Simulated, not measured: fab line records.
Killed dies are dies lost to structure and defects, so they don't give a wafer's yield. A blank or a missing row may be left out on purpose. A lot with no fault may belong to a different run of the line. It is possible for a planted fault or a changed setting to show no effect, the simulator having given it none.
fab line records / flow nandHarc
record: lots: 6 wafers: 18 lastDay: 24
route steps=1159 shown P_CONTACT@248 P_M0@253
lots that met no fault: taken from a fault-free run of the same line
startH: hours from the record's first day to the start of the lot's first wafer shown / waitH: how many hours have passed since the lot's step before this one / " repeats the value in the row above / L1.1+2: a single row standing in for several wafers / - no value, or no start given / * or withheld: withheld / < > ~ a bound
route shown NAME@n: NAME is a module with steps in the file, n the number in the route of the first one / usual: average and standard deviation across the fault-free wafers / same: alike in all rows / chamber/n: place in a boat / sites: each site's reading / _std_site: the standard deviation of these / _edge_site: outer sites' mean less inner sites' / radiusMm: how far each site lies from the wafer's centre / mask NAME#n: copy n / behind: the tool/chamber that last shaped the wafer / hold: reason for holding the lot/hours on hold/outcome of the hold / device: the n, p or np transistor that did not switch / end of line: the route-end tests of the same wafers / step lacking rows: just its recipe / killed: count of dies lost to structure and defects at first sort (not the wafer's yield) / map: the dies of a wafer, with x for killed, . for not killed, _ for no die there
set.NAME: the setting the step ran with; set.NAME@STEP: the setting that earlier step ran with / model.NAME: the simulator's own value behind a step, which no gauge read
lots at selected steps of the route; one table per step, one row per wafer
services: when a tool's chamber went out of use (startH, in hours from the record's first day, below 0 if earlier), for how many hours, and the reason
== steps ==
step: NHARC_P_CONTACT_CVD_23
recipe: targetThkA: 2000 tempC: 300 pressureTorr: 40 wf6FlowSccm: 40 h2FlowSccm: 1600 arFlowSccm: 1560 timeS: 557 material: W
usual: heaterPowerW: 458/44 throttleValvePct: 7.84/0.29
lot.wafer=L744.1 tool=cvdW-02 chamber=1 startH=- waitH=- heaterPowerW=515 throttleValvePct=7.93
lot.wafer=L744.4 tool=cvdW-02 chamber=0 startH=- waitH=- heaterPowerW=414 throttleValvePct=7.99
lot.wafer=L744.5 tool=cvdW-02 chamber=0 startH=- waitH=- heaterPowerW=423 throttleValvePct=8.35
lot.wafer=L758.1 tool=cvdW-01 chamber=0 startH=- waitH=- heaterPowerW=426 throttleValvePct=7.79
lot.wafer=L758.3 tool=cvdW-01 chamber=0 startH=- waitH=- heaterPowerW=433 throttleValvePct=7.86
lot.wafer=L758.6 tool=cvdW-01 chamber=0 startH=- waitH=- heaterPowerW=419 throttleValvePct=8.08
lot.wafer=L761.2 tool=cvdW-02 chamber=0 startH=- waitH=- heaterPowerW=415 throttleValvePct=7.76
lot.wafer=L761.3 tool=cvdW-02 chamber=0 startH=- waitH=- heaterPowerW=400 throttleValvePct=8.11
lot.wafer=L761.4 tool=cvdW-02 chamber=1 startH=- waitH=- heaterPowerW=552 throttleValvePct=7.90
lot.wafer=L760.2 tool=cvdW-02 chamber=0 startH=- waitH=- heaterPowerW=417 throttleValvePct=8.02
lot.wafer=L760.4 tool=cvdW-02 chamber=0 startH=- waitH=- heaterPowerW=407 throttleValvePct=7.89
lot.wafer=L760.6 tool=cvdW-02 chamber=1 startH=- waitH=- heaterPowerW=538 throttleValvePct=7.79
lot.wafer=L766.4 tool=cvdW-01 chamber=1 startH=- waitH=- heaterPowerW=462 throttleValvePct=7.59
lot.wafer=L766.5 tool=cvdW-01 chamber=0 startH=- waitH=- heaterPowerW=428 throttleValvePct=7.89
lot.wafer=L766.6 tool=cvdW-01 chamber=1 startH=- waitH=- heaterPowerW=468 throttleValvePct=7.78
lot.wafer=L767.1 tool=cvdW-02 chamber=0 startH=- waitH=- heaterPowerW=400 throttleValvePct=8.05
lot.wafer=L767.4 tool=cvdW-02 chamber=0 startH=- waitH=- heaterPowerW=412 throttleValvePct=7.89
lot.wafer=L767.6 tool=cvdW-02 chamber=0 startH=- waitH=- heaterPowerW=421 throttleValvePct=7.92
step: NHARC_P_CONTACT_CMP_24
recipe: tOverpolishS: 30 targetThkNm: 200
usual: motorCurrentA: 12.9/1.5 overpolishRunS: 30.000/0.0089 timeToEndpointS: 39.5/2.3
lot.wafer=L744.4 tool=cmp-03 chamber=3 startH=117.77 waitH=0.3 motorCurrentA=13.7 overpolishRunS=29.992 timeToEndpointS=43.5
lot.wafer=L744.1 tool=cmp-03 chamber=1 startH=117.77 waitH=0.3 motorCurrentA=14.6 overpolishRunS=29.997 timeToEndpointS=41.6
lot.wafer=L744.5 tool=cmp-03 chamber=3 startH=117.77 waitH=0.3 motorCurrentA=13.2 overpolishRunS=30.013 timeToEndpointS=40.0
lot.wafer=L758.1 tool=cmp-02 chamber=1 startH=208.78 waitH=0.6 motorCurrentA=12.7 overpolishRunS=29.993 timeToEndpointS=39.7
lot.wafer=L758.3 tool=cmp-02 chamber=2 startH=208.78 waitH=0.6 motorCurrentA=11.4 overpolishRunS=29.988 timeToEndpointS=38.4
lot.wafer=L758.6 tool=cmp-02 chamber=0 startH=208.78 waitH=0.6 motorCurrentA=11.5 overpolishRunS=29.993 timeToEndpointS=40.7
lot.wafer=L761.4 tool=cmp-03 chamber=0 startH=214.70 waitH=0.3 motorCurrentA=15.0 overpolishRunS=30.009 timeToEndpointS=40.0
lot.wafer=L761.3 tool=cmp-03 chamber=1 startH=214.70 waitH=0.3 motorCurrentA=13.9 overpolishRunS=30.010 timeToEndpointS=38.0
lot.wafer=L761.2 tool=cmp-03 chamber=3 startH=214.70 waitH=0.3 motorCurrentA=13.4 overpolishRunS=29.999 timeToEndpointS=38.6
lot.wafer=L760.4 tool=cmp-04 chamber=3 startH=215.69 waitH=0.4 motorCurrentA=11.8 overpolishRunS=29.999 timeToEndpointS=40.6
lot.wafer=L760.2 tool=cmp-04 chamber=0 startH=215.69 waitH=0.4 motorCurrentA=14.8 overpolishRunS=30.011 timeToEndpointS=39.2
lot.wafer=L760.6 tool=cmp-04 chamber=2 startH=215.69 waitH=0.4 motorCurrentA=11.5 overpolishRunS=30.001 timeToEndpointS=41.7
lot.wafer=L766.4 tool=cmp-02 chamber=1 startH=240.19 waitH=0.4 motorCurrentA=12.9 overpolishRunS=30.015 timeToEndpointS=36.9
lot.wafer=L766.6 tool=cmp-02 chamber=2 startH=240.19 waitH=0.4 motorCurrentA=11.9 overpolishRunS=30.032 timeToEndpointS=40.0
lot.wafer=L766.5 tool=cmp-02 chamber=3 startH=240.19 waitH=0.4 motorCurrentA=13.0 overpolishRunS=30.011 timeToEndpointS=38.0
lot.wafer=L767.1 tool=cmp-02 chamber=0 startH=256.92 waitH=0.6 motorCurrentA=11.9 overpolishRunS=29.994 timeToEndpointS=37.3
lot.wafer=L767.4 tool=cmp-02 chamber=1 startH=256.92 waitH=0.6 motorCurrentA=12.5 overpolishRunS=29.976 timeToEndpointS=38.9
lot.wafer=L767.6 tool=cmp-02 chamber=3 startH=256.92 waitH=0.6 motorCurrentA=13.1 overpolishRunS=30.000 timeToEndpointS=35.1
step: NHARC_P_CONTACT_SRD_26
step: NHARC_P_CONTACT_INSPECT_27
usual: rawDefectCount: 320/130
lot.wafer=L744.1 tool=defectInspect-02 chamber=- startH=118.14 waitH=0.1 rawDefectCount=378
lot.wafer=L744.4 tool=defectInspect-02 chamber=- startH=118.14 waitH=0.1 rawDefectCount=333
lot.wafer=L744.5 tool=defectInspect-02 chamber=- startH=118.14 waitH=0.1 rawDefectCount=314
lot.wafer=L758.1 tool=defectInspect-01 chamber=- startH=209.13 waitH=0.1 rawDefectCount=165
lot.wafer=L758.3 tool=defectInspect-01 chamber=- startH=209.13 waitH=0.1 rawDefectCount=281
lot.wafer=L758.6 tool=defectInspect-01 chamber=- startH=209.13 waitH=0.1 rawDefectCount=180
lot.wafer=L761.2 tool=defectInspect-01 chamber=- startH=215.10 waitH=0.1 rawDefectCount=342
lot.wafer=L761.3 tool=defectInspect-01 chamber=- startH=215.10 waitH=0.1 rawDefectCount=264
lot.wafer=L761.4 tool=defectInspect-01 chamber=- startH=215.10 waitH=0.1 rawDefectCount=522
lot.wafer=L760.2 tool=defectInspect-01 chamber=- startH=216.04 waitH=0.1 rawDefectCount=308
lot.wafer=L760.4 tool=defectInspect-01 chamber=- startH=216.04 waitH=0.1 rawDefectCount=290
lot.wafer=L760.6 tool=defectInspect-01 chamber=- startH=216.04 waitH=0.1 rawDefectCount=422
lot.wafer=L766.4 tool=defectInspect-02 chamber=- startH=240.53 waitH=0.1 rawDefectCount=256
lot.wafer=L766.5 tool=defectInspect-02 chamber=- startH=240.53 waitH=0.1 rawDefectCount=164
lot.wafer=L766.6 tool=defectInspect-02 chamber=- startH=240.53 waitH=0.1 rawDefectCount=175
lot.wafer=L767.1 tool=defectInspect-01 chamber=- startH=257.27 waitH=0.1 rawDefectCount=323
lot.wafer=L767.4 tool=defectInspect-01 chamber=- startH=257.27 waitH=0.1 rawDefectCount=270
lot.wafer=L767.6 tool=defectInspect-01 chamber=- startH=257.27 waitH=0.1 rawDefectCount=279
step: NHARC_P_M0_DEP_00
recipe: targetThkA: 1500 targetThkNm: 150 tempC: withheld pressureTorr: 5 flowSccm: 200 rfW: 600 material: SiOC
step: NHARC_P_M0_DEHYDRATE_01
recipe: tempC: 150 timeS: 120
step: NHARC_P_M0_HMDS_02
recipe: timeS: 30
step: NHARC_P_M0_COAT_33
recipe: tempC: 200 timeS: 65
step: NHARC_P_M0_COAT_03
recipe: spinRpm: 1500 resistThkNm: 90
step: NHARC_P_M0_SOFTBAKE_04
recipe: tempC: 105 timeS: 55
step: NHARC_P_M0_EBR_05
step: NHARC_P_M0_EXPOSE_06
recipe: na: 1.35 targetCdNm: 90 doseMj: 81.28 maskId: P_M0
usual: exposureDoseMJCm2: 81.28/0.079 focusOffsetNm: -0.1/0.49
lot.wafer=L744.1 tool=arfiScanner-03 chamber=0 startH=118.78 waitH=- mask=P_M0#0 exposureDoseMJCm2=81.44 focusOffsetNm=0.0
lot.wafer=L744.4 tool=arfiScanner-03 chamber=0 startH=118.78 waitH=- mask=P_M0#0 exposureDoseMJCm2=81.30 focusOffsetNm=0.1
lot.wafer=L744.5 tool=arfiScanner-03 chamber=0 startH=118.78 waitH=- mask=P_M0#0 exposureDoseMJCm2=81.39 focusOffsetNm=0.6
lot.wafer=L758.1 tool=arfiScanner-03 chamber=- startH=209.89 waitH=- mask=P_M0#0 exposureDoseMJCm2=- focusOffsetNm=-
lot.wafer=L758.3 tool=arfiScanner-03 chamber=- startH=209.89 waitH=- mask=P_M0#0 exposureDoseMJCm2=- focusOffsetNm=-
lot.wafer=L758.6 tool=arfiScanner-03 chamber=- startH=209.89 waitH=- mask=P_M0#0 exposureDoseMJCm2=- focusOffsetNm=-
lot.wafer=L761.2 tool=arfiScanner-02 chamber=- startH=215.86 waitH=- mask=P_M0#0 exposureDoseMJCm2=- focusOffsetNm=-
lot.wafer=L761.3 tool=arfiScanner-02 chamber=- startH=215.86 waitH=- mask=P_M0#0 exposureDoseMJCm2=- focusOffsetNm=-
lot.wafer=L761.4 tool=arfiScanner-02 chamber=- startH=215.86 waitH=- mask=P_M0#0 exposureDoseMJCm2=- focusOffsetNm=-
lot.wafer=L760.2 tool=arfiScanner-01 chamber=0 startH=216.80 waitH=- mask=P_M0#0 exposureDoseMJCm2=81.37 focusOffsetNm=-0.7
lot.wafer=L760.4 tool=arfiScanner-01 chamber=0 startH=216.80 waitH=- mask=P_M0#0 exposureDoseMJCm2=81.27 focusOffsetNm=0.5
lot.wafer=L760.6 tool=arfiScanner-01 chamber=0 startH=216.80 waitH=- mask=P_M0#0 exposureDoseMJCm2=81.33 focusOffsetNm=0.7
lot.wafer=L766.4 tool=arfiScanner-03 chamber=0 startH=241.30 waitH=- mask=P_M0#0 exposureDoseMJCm2=81.32 focusOffsetNm=-0.6
lot.wafer=L766.5 tool=arfiScanner-03 chamber=0 startH=241.30 waitH=- mask=P_M0#0 exposureDoseMJCm2=81.26 focusOffsetNm=-0.4
lot.wafer=L766.6 tool=arfiScanner-03 chamber=0 startH=241.30 waitH=- mask=P_M0#0 exposureDoseMJCm2=81.16 focusOffsetNm=-0.5
lot.wafer=L767.1 tool=arfiScanner-03 chamber=0 startH=258.04 waitH=- mask=P_M0#0 exposureDoseMJCm2=81.38 focusOffsetNm=0.1
lot.wafer=L767.4 tool=arfiScanner-03 chamber=0 startH=258.04 waitH=- mask=P_M0#0 exposureDoseMJCm2=81.26 focusOffsetNm=0.3
lot.wafer=L767.6 tool=arfiScanner-03 chamber=0 startH=258.04 waitH=- mask=P_M0#0 exposureDoseMJCm2=81.24 focusOffsetNm=0.6
step: NHARC_P_M0_PEB_07
recipe: pebTempC: 100 pebTimeS: 65
== services ==
tool=cmp-04 chamber=- startH=95.31 hours=0.3 kind=repair
tool=cmp-04 chamber=- startH=105.08 hours=4.0 kind=pm
tool=cvdW-01 chamber=- startH=111.27 hours=13.0 kind=pm
tool=arfiScanner-03 chamber=- startH=115.70 hours=0.5 kind=repair
tool=cmp-03 chamber=- startH=126.18 hours=1.3 kind=repair
tool=cmp-02 chamber=- startH=128.97 hours=4.0 kind=pm
tool=arfiScanner-03 chamber=- startH=140.00 hours=4.0 kind=pm
tool=cmp-02 chamber=- startH=140.09 hours=0.9 kind=repair
tool=arfiScanner-02 chamber=- startH=154.56 hours=0.8 kind=repair
tool=cmp-03 chamber=- startH=156.16 hours=4.0 kind=pm
tool=cmp-03 chamber=- startH=163.31 hours=1.1 kind=repair
tool=cmp-04 chamber=- startH=165.70 hours=1.1 kind=repair
tool=cmp-03 chamber=- startH=166.27 hours=9.4 kind=repair
tool=cmp-02 chamber=- startH=167.25 hours=5.0 kind=repair
tool=cvdW-02 chamber=- startH=182.46 hours=1.0 kind=repair
tool=cvdW-02 chamber=- startH=185.13 hours=1.0 kind=repair
tool=cvdW-02 chamber=- startH=198.19 hours=13.0 kind=pm
tool=cmp-03 chamber=- startH=211.65 hours=0.4 kind=repair
tool=cmp-02 chamber=- startH=226.97 hours=4.0 kind=pm
tool=cvdW-01 chamber=- startH=243.82 hours=1.6 kind=repair
tool=cmp-02 chamber=- startH=245.13 hours=10.1 kind=repair
tool=cmp-03 chamber=- startH=248.51 hours=3.3 kind=repair
tool=cmp-03 chamber=- startH=254.16 hours=4.0 kind=pm
tool=cvdW-01 chamber=- startH=255.16 hours=0.5 kind=repair
== key ==
firstSign: step: NHARC_P_M0_EXPOSE_06 reading: toolRecord direction: missing
effect none on later readings
metAt NHARC_P_M0_EXPOSE_06
struckWafers L758.1,L758.3,L758.6,L761.2,L761.3,L761.4
laterRowsLeftOut L758.1,L758.3,L758.6,L761.2,L761.3,L761.4
sortLeftOut L758.1,L758.3,L758.6,L761.2,L761.3,L761.4
loopTrim: step: NHARC_P_M0_EXPOSE_06 setting: dose lots: L761
onsetBetween 118.78 209.89
fault: kind: skippedStepWhole tool: arfiScanner-02,arfiScanner-03 chamber: - onsetH: 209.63 steps: NHARC_P_M0_EXPOSE_06 scope: struckLotsOnly
sortLeftOut: the simulated sort isn't trusted on such a fault, so these wafers' sort isn't shown, and their yield isn't known
laterRowsLeftOut: the simulator's readings of these wafers behind a module that went badly wrong aren't trusted and aren't shown, but for the sort
loopTrim: a control loop set the setting to another value than it would have without faults
